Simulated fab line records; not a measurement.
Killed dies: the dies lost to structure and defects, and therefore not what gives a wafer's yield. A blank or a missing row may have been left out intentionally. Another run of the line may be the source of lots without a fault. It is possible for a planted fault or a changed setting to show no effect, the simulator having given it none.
Struck lot and sound lot, side by side | flow n5 finfet | 43 steps out of a route of 1938
Sound: these wafers, L158.1, L158.2, L158.4. Wafers struck: L173.1, L173.3, L173.6. At the end, the cause is stated.
Per side, at each step with rows, come the tool, then ch with its chambers, and then its first start. Under that, the readings that differ: sound wafers | struck wafers | difference of the means | sigmas: that difference in standard deviations of wafers without a fault.
alike: same words and numbers on both sides, and readings whose means sit less than 2 such deviations apart. not compared: any withheld reading, any reading some wafer has no value for, any bound like >300 that may hide the same value, and any number with overlapping values for which the record gives no deviation.
A row with sigmas, a row that says differs or no value, or rows on one side alone: a step with any of these is where the two part. Numbers that don't overlap but have no deviation are shown without sigmas and don't part them. A reading missing from all wafers of one side parts the sides only when that side holds two or more wafers.

first, 8 steps without rows for these wafers: N5_WELL_APT_HMDS_01 (time 60 s); N5_WELL_APT_COAT_02 (resist thk 950 nm); N5_WELL_APT_EBR_04; N5_WELL_APT_SOFTBAKE_03 (time 60 s); N5_WELL_APT_EXPOSE_05 (exposes mask NWELL, defocus 0 nm, target cd 200 nm); N5_WELL_APT_PEB_06 (peb time 90 s); N5_WELL_APT_DEVELOP_07 (develop time 45 s); N5_WELL_APT_HARDBAKE_12 (time 120 s).
N5_WELL_APT_CD_MEAS_08: the cd target is 200 nm.
  sound on cd sem-02 ch 0, day 2 01:41; struck on cd sem-01 ch 0, day 5 19:49
  alike: cd nm
N5_WELL_APT_OVL_MEAS_09:
  sound on overlay-01 ch 0, day 2 01:43; struck on overlay-01 ch 0, day 5 19:51
  alike: NWELL_OVL
N5_WELL_APT_INSPECT_10: inspects for defects (macro).
  sound on defect inspect-01, day 2 01:44; struck on defect inspect-02, day 5 19:53
  alike: raw defect count
N5_WELL_APT_DESCUM_13: chemistry O2, time 7.9 s.
  sound on rie diel-02 ch 0,1,2, day 2 01:54; struck on rie diel-02 ch 0,1,2, day 5 20:05
  alike: drypump motor current A, oes product au, rf vpp V, showerhead plenum p Torr, throttle valve pct
  not compared: rf hours counter h
N5_WELL_APT_IMPLANT_14:
  sound on implanter-01 ch 0, day 2 02:00; struck on implanter-02 ch 0, day 5 20:11
  reading            | sound                            | struck                           | difference  | sigmas
  dose ions cm2      | 1.5011e+13 1.5002e+13 1.4998e+13 | 1.2721e+13 1.2695e+13 1.2713e+13 | -2.2940e+12 | -99 or more
  faraday current uA | 193 196 189                      | 160 159 157                      | -34         | -9
then, 10 steps without rows for these wafers: N5_WELL_APT_IMPLANT_15; N5_WELL_APT_STRIP_16 (strips in SPM, time 900 s); N5_WELL_APT_HMDS_18 (time 60 s); N5_WELL_APT_COAT_19 (resist thk 950 nm); N5_WELL_APT_EBR_21; N5_WELL_APT_SOFTBAKE_20 (time 60 s); N5_WELL_APT_EXPOSE_22 (exposes mask PWELL, defocus 0 nm, target cd 200 nm); N5_WELL_APT_PEB_23 (peb time 90 s); N5_WELL_APT_DEVELOP_24 (develop time 45 s); N5_WELL_APT_HARDBAKE_29 (time 120 s).
N5_WELL_APT_CD_MEAS_25: the cd target is 200 nm.
  sound on cd sem-02 ch 0, day 2 02:59; struck on cd sem-01 ch 0, day 5 21:07
  alike: cd nm
N5_WELL_APT_OVL_MEAS_26:
  sound on overlay-01 ch 0, day 2 03:01; struck on overlay-01 ch 0, day 5 21:09
  alike: PWELL_OVL
N5_WELL_APT_INSPECT_27: inspects for defects (macro).
  sound on defect inspect-01, day 2 03:02; struck on defect inspect-02, day 5 21:10
  alike: raw defect count
N5_WELL_APT_DESCUM_30: chemistry O2, time 7.9 s.
  sound on rie diel-04 ch 0,1,3, day 2 03:11; struck on rie diel-01 ch 0,2, day 5 21:14
  alike: drypump motor current A, oes product au, rf vpp V, showerhead plenum p Torr, throttle valve pct
  not compared: rf hours counter h
then, 3 steps without rows for these wafers: N5_WELL_APT_IMPLANT_31; N5_WELL_APT_IMPLANT_32; N5_WELL_APT_STRIP_33 (strips in SPM, time 900 s).
N5_WELL_APT_RTA_34: time 10 s.
  sound on rtp anneal-02 ch 0, day 2 03:57; struck on rtp anneal-02 ch 0, day 5 22:00
  alike: lamp power pct, lamp_zone_5_pct, wafer_temp_C_max
then, 4 steps without rows for these wafers: N5_WELL_APT_OXIDE_STRIP_42 (strips SiO2 in dHF, time 45 s, target depth 12 nm); N5_WELL_APT_PRECLEAN_36 (cleans in O3/DIW, time 45 s); N5_WELL_APT_PRECLEAN_39 (cleans in dHF, time 60 s); N5_WELL_APT_SRD_37 (time 30 s).
N5_WELL_APT_EPI_41: deposits Si from SiH4/H2, target thk 50 nm, time 297.7 s.
  sound on epi rpcvd-03 ch 0, day 2 04:11; struck on epi rpcvd-03 ch 0, day 5 22:14
  alike: throttle valve pct
N5_WELL_APT_INSPECT_38: inspects for defects (darkfield).
  sound on defect inspect-01, day 2 04:50; struck on defect inspect-01, day 5 22:53
  alike: raw defect count
N5_PMOS_HMC_CHANNEL_EPI_HM_DEP_34: deposits SiO2 from TEOS/O2, target thk 36 nm, time 6.9 s.
  sound on pecvd-04 ch 0,1, day 2 04:52; struck on pecvd-03 ch 0,1,2, day 5 22:55
  alike: heater power w, showerhead plenum p Torr, throttle valve pct
then, 4 steps without rows for these wafers: N5_PMOS_HMC_CHANNEL_EPI_COAT_31 (time 60 s, resist thk 66 nm); N5_PMOS_HMC_CHANNEL_EPI_COAT_03 (resist thk 205 nm); N5_PMOS_HMC_CHANNEL_EPI_EBR_05; N5_PMOS_HMC_CHANNEL_EPI_SOFTBAKE_04 (time 60 s).
-- a jump in the record: the struck wafers' starts before and after are 7 days apart (it breaks off in module PMOS_HMC_CHANNEL_EPI and resumes in module BEOL_M4, where the first step shown is number 1111 of the route) --
N5_BEOL_M4_RC_MEAS_101:
  sound on prober-02 ch 0, day 8 20:29; struck on prober-02 ch 0, day 12 15:43
  reading           | sound          | struck         | difference | sigmas
  RS_NWELL (ohm/sq) | 1035 1041 1038 | 1136 1131 1126 | +93        | +16
  alike: DIBL_N, DIBL_P, IOFF_N, IOFF_P, ION_N, ION_P, SS_N, SS_P, VT_N, VT_P

== WHERE THEY PART ==
Earliest at N5_WELL_APT_IMPLANT_14; latest, in this record, at N5_BEOL_M4_RC_MEAS_101.

WHY: whatever the simulator had introduced
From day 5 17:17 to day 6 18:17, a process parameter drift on implanter-02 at N5_WELL_APT_IMPLANT_14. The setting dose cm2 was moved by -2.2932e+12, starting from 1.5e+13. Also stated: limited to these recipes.
